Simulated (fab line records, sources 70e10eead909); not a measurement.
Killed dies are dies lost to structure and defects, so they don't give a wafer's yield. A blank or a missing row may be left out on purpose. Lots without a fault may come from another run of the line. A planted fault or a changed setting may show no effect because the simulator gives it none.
Chamber matching | flow nand_harc | NHARC_A_CONTACT_DEP_85 on pecvd-01: 3 sister chambers
The step deposits SiON, target thk 50 nm. 6 wafers are shown with their chamber, then 9 later ones without.

WAFERS WITH THEIR CHAMBER
wafer  | chamber | heater_power_w (W) | heater_power_outer_w (W)
L076.2 | 1       | 813                | 489
L087.2 | 1       | 807                | 467
L087.3 | 2       | 792                | 422
L091.1 | 2       | 818                | 453
L091.3 | 0       | 655                | 393
L091.5 | 0       | 663                | 420

WAFERS WITHOUT THEIR CHAMBER
wafer  | heater_power_w (W) | heater_power_outer_w (W)
L089.1 | 618                | 361
L089.4 | 829                | 454
L089.5 | 755                | 450
L094.1 | 642                | 392
L094.3 | 783                | 421
L094.5 | 792                | 417
L096.1 | 780                | 483
L096.4 | 791                | 472
L096.5 | 593                | 343

WHICH CHAMBER EACH WENT THROUGH
wafer  | from the rows above     | in truth
L089.1 | 0                       | 0
L089.4 | can't be placed: 1 or 2 | 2
L089.5 | can't be placed: 2 or 1 | 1
L094.1 | 0                       | 0
L094.3 | can't be placed: 2 or 1 | 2
L094.5 | 2                       | 2
L096.1 | can't be placed: 1 or 2 | 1
L096.4 | can't be placed: 1 or 2 | 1
L096.5 | 0                       | 0
Placed correctly: 4 of 9. Can't be placed from these rows: 5 (the true chamber is among the candidates in 5). Placed wrongly: 0.
How it was worked out, from the rows above alone: a wafer's distance from a chamber is the root of the sum, over the readings, of the square of ((its reading less the chamber's mean) divided by the reading's scatter). The wafer belongs to the nearest chamber; if the next one is less than 2 further off, it can't be placed. A chamber's mean is the mean of its shown wafers. The scatter: the root of (the sum of the squares of (reading less its chamber's mean) over the shown wafers, divided by (wafers less chambers)).
